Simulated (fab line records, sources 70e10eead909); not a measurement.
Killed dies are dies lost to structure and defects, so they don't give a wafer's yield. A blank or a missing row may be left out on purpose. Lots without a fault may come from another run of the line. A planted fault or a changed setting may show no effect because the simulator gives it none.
fab line records | flow nand_harc
record lots=11 wafers=33 last_day=32
route steps=1302 shown A_STAIRCASE@719 END@1302
lots that met no fault: from a run of the same line without faults
start_h: hours from the record's first day to the start of the lot's first wafer shown | wait_h: hours since the lot's step before | " the same as in the row above | L1.1+2: a row that stands for several wafers | - no value, or no start given | * or withheld: withheld | < > ~ a bound
route shown NAME@n: a module of which the file shows steps, and the number in the route of the first | usual: mean/standard deviation of fault-free wafers | same: alike in all rows | chamber/n: place in a boat | sites: the reading at each site | _std_site: their standard deviation | _edge_site: outer sites' mean less inner sites' | radius_mm: how far each site lies from the wafer's centre | mask NAME#n: copy n | behind: the tool/chamber that last shaped the wafer | hold: why the lot was held/for how many hours/how that ended | device: the transistor (n, p or np) that didn't switch | end of line: the same wafers' tests at the end of the route | a step without rows: its recipe alone | killed: dies lost to structure and defects at the first sort, not the wafer's yield | map: a wafer's dies, x killed, . not, _ none there
set.NAME: the setting as run; set.NAME@STEP: as run at that earlier step | model.NAME: the simulator's own value behind a step, which no gauge read
steps of the route over a sample of lots; a table a step, a row a wafer
services: from which hour (start_h, from the record's first day; less than 0 if before it) a tool's chamber was out of use, for how many hours, and why
## steps
# step NHARC_A_STAIRCASE_STRIP_205
# recipe power_w=1500 temp_c=250 chemistry=O2
# usual drypump_motor_current_A=5.8/0.42 heater_power_w=329/29 rf_refl_power_W=24/9.7
# columns lot.wafer tool chamber start_h wait_h drypump_motor_current_A heater_power_w rf_hours_counter_h rf_refl_power_W
L831.2 plasma_asher-02 0 336.67 0.1 6.2 289 23 32
L831.3 " 0 " " 6.2 296 - 32
L831.6 " 1 " " 6.1 340 - 13
L832.3 plasma_asher-01 1 337.53 0.2 5.2 328 - 37
L832.6 " 1 " " 5.2 324 - 35
L832.5 " 0 " " 5.6 366 - 16
L836.2 plasma_asher-02 0 382.09 0.1 6.2 298 33 -
L836.3 " 0 " " 6.2 294 - -
L836.6 " 1 " " 6.1 357 - -
L834.3 plasma_asher-02 0 392.27 0.2 6.2 292 - 32
L834.4 " 1 " " 6.2 351 - 13
L834.5 " 0 " " 6.2 293 - 32
L837.1 plasma_asher-02 1 393.24 0.1 6.1 346 37 13
L837.3 " 0 " " 6.2 287 - 32
L837.5 " 0 " " 6.2 297 - 31
L840.2 plasma_asher-01 1 430.82 0.1 5.2 323 17 -
L840.1 " 0 " " 5.6 356 17 -
L840.6 " 0 " " 5.6 357 - -
L847.3 plasma_asher-01 1 490.01 0.2 5.2 327 - 36
L847.4 " 0 " " 5.6 356 - 16
L847.6 " 1 " " 5.2 322 - 36
L849.3 plasma_asher-02 1 506.71 0.2 6.1 346 - -
L849.5 " 0 " " 6.2 286 - -
L849.6 " 1 " " 6.1 353 - -
L851.4 plasma_asher-01 0 537.05 0.2 5.6 364 - -
L851.6 " 0 " " 5.6 368 - -
L851.5 " 1 " " 5.2 323 - -
L850.2 plasma_asher-01 0 544.84 0.8 5.6 366 9 16
L850.4 " 1 " " 5.2 319 - 35
L850.3 " 0 " " 5.6 369 - 17
L854.1 plasma_asher-02 0 563.53 0.1 6.2 284 28 33
L854.2 " 1 " " 6.1 347 28 13
L854.3 " 1 " " 6.1 350 - 13
# step NHARC_A_STAIRCASE_DESCUM_219
# recipe time_s=3 o2_flow_sccm=200 ar_flow_sccm=0 bias_power_w=0 chemistry=O2
# usual chamber_pressure_mTorr=60.00/0.06 drypump_motor_current_A=5.6/0.46 oes_product_au=1.000/0.0098 rf_vpp_V=57.6/0.87 showerhead_plenum_p_Torr=1.89/0.08 throttle_valve_pct=11.312/0.0092
# columns lot.wafer tool chamber start_h wait_h chamber_pressure_mTorr drypump_motor_current_A oes_product_au rf_hours_counter_h rf_vpp_V showerhead_plenum_p_Torr throttle_valve_pct
L831.2 rie_diel-08 0 338.29 - 60.06 5.0 0.991 50 58.4 1.96 11.306
L831.3 " 1 " " 60.02 5.6 1.003 57 57.1 1.86 11.320
L831.6 " 2 " " 60.01 6.1 0.991 - 56.8 1.82 11.303
L832.3 rie_diel-08 0 339.01 - 59.93 5.0 1.008 50 57.6 1.95 11.306
L832.6 " 0 " " 60.04 5.0 0.995 - 58.8 1.95 11.297
L832.5 " 1 " " 60.02 5.6 1.009 - 56.7 1.86 11.302
L836.3 rie_diel-08 3 383.60 - 59.99 5.8 1.015 16 57.5 1.84 11.310
L836.2 " 0 " " 59.94 5.0 1.010 14 58.3 1.95 11.318
L836.6 " 0 " " 60.06 4.9 1.015 - 57.3 1.95 11.321
L834.3 rie_diel-08 2 393.57 - 60.07 6.1 0.997 16 57.5 1.81 11.299
L834.4 " 2 " " 60.11 6.1 0.993 - 55.7 1.81 11.306
L834.5 " 3 " " 60.01 5.8 1.017 - 56.9 1.84 11.320
L837.1 rie_diel-08 0 394.60 - 60.05 4.9 0.996 19 56.9 1.95 11.302
L837.3 " 1 " " 59.98 5.6 0.983 14 57.5 1.86 11.309
L837.5 " 2 " " 59.97 6.2 0.982 - 57.5 1.81 11.316
L840.2 rie_diel-01 0 432.35 - 59.99 4.9 1.003 20 59.1 1.87 11.321
L840.1 " 2 " " 59.91 5.9 0.998 22 57.6 2.01 11.319
L840.6 " 0 " " 60.04 4.9 0.994 - 57.8 1.87 11.307
L847.3 rie_diel-08 1 491.45 - 59.92 5.6 1.000 45 58.6 1.85 11.313
L847.4 " 2 " " 59.98 6.2 0.992 49 56.2 1.80 11.294
L847.6 " 1 " " 60.11 5.6 0.991 - 56.6 1.85 11.312
L849.3 rie_diel-08 2 508.11 - 59.93 6.1 0.982 55 57.7 1.80 11.315
L849.5 " 3 " " 59.90 5.8 0.995 - 56.9 1.83 11.303
L849.6 " 0 " " 60.04 5.0 0.986 - 57.7 1.94 11.315
L851.6 rie_diel-08 3 538.37 - 60.01 5.7 1.003 - 57.4 1.83 11.316
L851.4 " 1 " " 60.07 5.6 0.998 - 58.6 1.85 11.310
L851.5 " 2 " " 59.98 6.1 0.997 - 58.4 1.80 11.299
L850.4 rie_diel-01 1 546.31 - 60.14 5.8 1.002 0 57.9 2.08 11.320
L850.3 " 2 " " 60.02 5.9 1.007 0 58.1 2.00 11.307
L850.2 " 3 " " 60.03 5.5 0.994 0 57.5 1.96 11.306
L854.2 rie_diel-07 3 565.04 - 60.00 4.7 0.989 45 56.4 1.82 11.308
L854.1 " 0 " " 60.03 4.8 0.987 22 58.6 1.96 11.312
L854.3 " 1 " " 59.96 5.7 0.995 39 59.9 2.04 11.304
# step NHARC_A_STAIRCASE_ETCH_223
# recipe target_depth_a=1000 time_s=40.5 ion_energy_ev=400 c4f8_flow_sccm=20 o2_flow_sccm=10 ar_flow_sccm=withheld rf_w=600 bias_w=1000 chemistry=C4F8/O2
# usual chamber_pressure_mTorr=24.998/0.022 oes_product_au=0.944/0.01 rf_vpp_V=895/5.1 run_length_s=61.9/0.49
# columns lot.wafer tool chamber start_h wait_h chamber_pressure_mTorr oes_product_au rf_hours_counter_h rf_vpp_V run_length_s
L831.3 rie_diel-08 1 338.75 - 25.006 0.959 57 893 61.9
L831.2 " 3 " " 25.031 0.957 50 893 61.7
L831.6 " 1 " " 24.969 0.957 - 893 62.2
L832.3 rie_diel-08 0 339.65 - 24.994 0.940 51 899 62.3
L832.6 " 3 " " 25.032 0.944 - 892 61.7
L832.5 " 0 " " 24.991 0.947 - 898 62.8
L836.3 rie_diel-08 1 384.07 - 24.981 0.944 11 894 62.2
L836.2 " 2 " " 24.995 0.946 13 889 62.4
L836.6 " 1 " " 24.982 0.944 - 893 62.4
L834.3 rie_diel-08 2 394.08 - 24.972 0.952 17 889 62.2
L834.4 " 0 " " 25.000 0.953 19 897 62.4
L834.5 " 1 " " 25.024 0.949 - 892 62.3
L837.3 rie_diel-08 1 395.06 - 24.992 0.950 14 893 62.0
L837.1 " 2 " " 24.987 0.946 17 889 62.4
L837.5 " 0 " " 24.987 0.951 - 898 72.9
L840.1 rie_diel-01 0 432.82 - 24.960 0.946 20 894 61.9
L840.2 " 2 " " 25.024 0.936 22 903 62.5
L840.6 " 0 " " 24.991 0.946 - 894 61.6
L847.3 rie_diel-08 3 491.91 - 25.024 0.957 52 891 61.7
L847.4 " 0 " " 24.950 0.952 50 898 62.7
L847.6 " 3 " " 24.993 0.956 - 890 61.6
L849.3 rie_diel-08 0 508.55 - 24.978 0.951 56 897 62.1
L849.5 " 0 " " 24.981 0.952 - 898 62.0
L849.6 " 1 " " 24.982 0.935 - 892 62.1
L851.5 rie_diel-08 2 539.23 - 24.963 0.935 - 889 62.2
L851.6 " 3 " " 24.992 0.935 - 889 61.4
L851.4 " 1 " " 25.040 0.926 - 893 61.9
L850.4 rie_diel-01 1 546.85 - 24.954 0.935 1 907 61.0
L850.3 " 2 " " 25.011 0.943 1 902 62.8
L850.2 " 3 " " 25.038 0.937 1 898 62.0
L854.2 rie_diel-07 0 565.60 - 24.971 0.917 23 900 61.5
L854.3 " 2 " " 24.979 0.930 43 898 61.2
L854.1 " 3 " " 25.008 0.930 45 891 61.5
# step NHARC_A_STAIRCASE_TRIM_233
# recipe time_s=211.2 o2_flow_sccm=500 ar_flow_sccm=0 bias_w=0 chemistry=O2
# usual chamber_pressure_mTorr=60.00/0.055 drypump_motor_current_A=5.6/0.44 oes_product_au=1.003/0.01 rf_vpp_V=57.7/0.89 showerhead_plenum_p_Torr=3.50/0.14 throttle_valve_pct=17.036/0.0081
# columns lot.wafer tool chamber start_h wait_h chamber_pressure_mTorr drypump_motor_current_A oes_product_au rf_hours_counter_h rf_vpp_V showerhead_plenum_p_Torr throttle_valve_pct
L831.3 rie_diel-08 2 - - 59.95 6.1 0.986 54 59.1 3.36 17.021
L831.2 " 3 " " 60.05 5.8 1.017 51 56.2 3.41 17.031
L831.6 " 3 " " 60.04 5.8 0.996 - 57.0 3.41 17.047
L832.3 rie_diel-01 0 - - 60.02 4.9 0.994 46 57.1 3.47 17.041
L832.6 " 3 " " 60.02 5.5 1.016 - 58.7 3.65 17.031
L832.5 " 0 " " 60.12 4.9 1.001 - 57.5 3.47 17.033
L836.2 rie_diel-08 2 - - 60.00 6.1 0.996 14 58.4 3.35 17.029
L836.3 " 1 " " 59.92 5.6 1.004 12 56.4 3.43 17.031
L836.6 " 3 " " 60.00 5.8 1.018 - 56.9 3.40 17.035
L837.1 rie_diel-01 3 - - 60.00 5.6 1.006 9 57.1 3.64 17.015
L837.3 " 1 " " 60.05 5.8 1.007 11 57.9 3.29 17.041
L837.5 " 3 " " 60.05 5.5 0.995 - 58.2 3.64 17.042
L834.4 rie_diel-07 0 - - 59.90 4.8 0.989 38 59.3 3.63 17.034
L834.3 " 1 " " 60.02 5.7 1.010 34 57.8 3.78 17.030
L834.5 " 3 " " 60.00 4.7 1.022 - 58.0 3.40 17.040
L840.2 rie_diel-07 0 - - 59.95 4.8 0.980 49 59.2 3.63 17.027
L840.1 " 1 " " 59.96 5.7 0.998 45 58.6 3.78 17.036
L840.6 " 3 " " 59.92 4.7 1.015 - 57.1 3.39 17.043
L847.4 rie_diel-08 1 - - 60.07 5.6 1.005 45 60.0 3.42 17.033
L847.3 " 3 " " 59.91 5.8 1.025 53 56.6 3.38 17.033
L847.6 " 1 " " 60.02 5.6 1.002 - 57.7 3.42 17.023
L849.3 rie_diel-08 3 - - 60.01 5.8 1.016 60 57.9 3.38 17.034
L849.6 " 2 " " 59.88 6.1 0.989 - 57.2 3.33 17.030
L849.5 " 3 " " 60.04 5.8 1.003 - 56.5 3.38 17.036
L851.4 rie_diel-01 2 - - 60.05 5.9 1.017 0 57.5 3.68 17.017
L851.6 " 2 " " 60.00 5.9 1.024 - 58.4 3.68 17.040
L851.5 " 3 " " 59.98 5.5 1.004 - 58.1 3.62 17.049
L850.3 rie_diel-01 0 - - 60.09 4.9 1.016 2 57.4 3.44 17.041
L850.4 " 1 " " 59.98 5.8 1.011 2 59.0 3.81 17.044
L850.2 " 2 " " 59.99 5.9 1.019 1 58.0 3.68 17.033
L854.3 rie_diel-08 0 - - 59.99 5.0 0.997 9 56.9 3.56 17.037
L854.1 " 1 " " 60.02 5.6 1.002 16 58.4 3.40 17.042
L854.2 " 2 " " 59.98 6.1 0.999 15 57.9 3.32 17.036
# step NHARC_END_SORT_01
# recipe temp_c=25
# usual killed_at_array=62/18 killed_at_other=0.9/1.2 killed_at_periphery=4.2/2.9 killed_dies=67/17 killed_open=3.6/1.9 killed_short=2.5/1.6
# same gross_dies=677
# columns lot.wafer tool chamber start_h wait_h killed_at_array killed_at_other killed_at_periphery killed_dies killed_open killed_short
L837.1 prober-01 0 609.61 2.5 65 1 2 68 3 3
L837.3 prober-01 0 611.21 3.1 88 0 0 88 5 1
L837.5 prober-01 0 612.81 3.7 373 0 0 373 4 3
# killed by level:class
L837.1 A_SLIT:chamber_film_flake=22 A_CHANNEL_HOLE_D1:chamber_film_flake=21 A_CHANNEL_HOLE_D2:chamber_film_flake=8 A_CONTACT:chamber_film_flake=6 A_CHANNEL_FILL_D2:chamber_film_flake=2 A_WL_FILL:chamber_film_flake=2 P_CONTACT:geometric_particle:short=1 P_CONTACT:geometric_particle:open=1
L837.3 A_CHANNEL_HOLE_D1:chamber_film_flake=33 A_SLIT:chamber_film_flake=30 A_CHANNEL_HOLE_D2:chamber_film_flake=11 A_WL_FILL:chamber_film_flake=3 A_BLC:geometric_particle:open=2 A_CHANNEL_FILL_D1:chamber_film_flake=2 A_DECK1_JOINT:geometric_particle:open=1 A_DECK1_JOINT:geometric_particle:short=1
L837.5 A_STAIRCASE:area_etch=309 A_SLIT:chamber_film_flake=23 A_CHANNEL_HOLE_D1:chamber_film_flake=21 A_CHANNEL_HOLE_D2:chamber_film_flake=10 A_WL_FILL:chamber_film_flake=3 A_SOURCE_PLATE:geometric_particle:open=1 A_ONON_D1:geometric_particle:short=1 A_CHANNEL_FILL_D1:geometric_particle:short=1
## services
# columns tool chamber start_h hours kind
rie_diel-08 0 324.62 - clean
rie_diel-08 1 324.62 - clean
rie_diel-08 2 324.62 - clean
rie_diel-08 3 324.62 - clean
plasma_asher-01 - 325.40 9.0 pm
rie_diel-08 - 344.08 9.0 pm
rie_diel-08 0 344.08 9.0 vent_cycle
rie_diel-08 1 344.08 9.0 vent_cycle
rie_diel-08 2 344.08 9.0 vent_cycle
rie_diel-01 - 357.45 9.0 pm
plasma_asher-01 - 373.71 12.4 repair
rie_diel-07 2 388.69 8.6 repair
rie_diel-08 1 388.98 4.8 repair
plasma_asher-02 - 402.16 9.0 pm
rie_diel-07 2 441.62 3.3 repair
rie_diel-01 0 445.29 6.0 repair
rie_diel-07 - 447.46 9.0 pm
plasma_asher-02 - 451.15 3.6 repair
plasma_asher-01 - 502.40 9.0 pm
rie_diel-07 0 505.31 35.7 repair
rie_diel-08 - 521.13 9.0 pm
rie_diel-08 0 531.37 11.6 repair
rie_diel-01 - 534.69 9.0 pm
rie_diel-08 2 535.16 2.0 repair
## key
first_sign step=NHARC_A_STAIRCASE_ETCH_223 reading=run_length_s direction=up sigmas=22 usual=* struck=*
effect step=NHARC_END_SORT_01 reading=killed_dies direction=up sigmas=18 usual=67 struck=373
more_kills_born_at NHARC_A_STAIRCASE_ETCH_223@rie_diel-08=309
met_at NHARC_A_STAIRCASE_ETCH_223
struck_lots L837
struck_wafers L837.5
tester_left_out L837
not_acting_at NHARC_A_STAIRCASE_STRIP_205,NHARC_A_STAIRCASE_DESCUM_219,NHARC_A_STAIRCASE_TRIM_233
onset_between 394.08 395.06
fault kind=process_parameter_drift tool=rie_diel-08 chamber=0 onset_h=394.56 steps=NHARC_A_STAIRCASE_ETCH_223 channel=time_s offset=* shape=step end_h=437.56 acts_in=* stated=*
# tester_left_out: of these lots the tester's yield and bins aren't shown, on N5 and GAA mostly nor the transistor test; their killed dies are dies lost to structure and defects alone, not to doping, threshold or leakage, so they don't give the yield
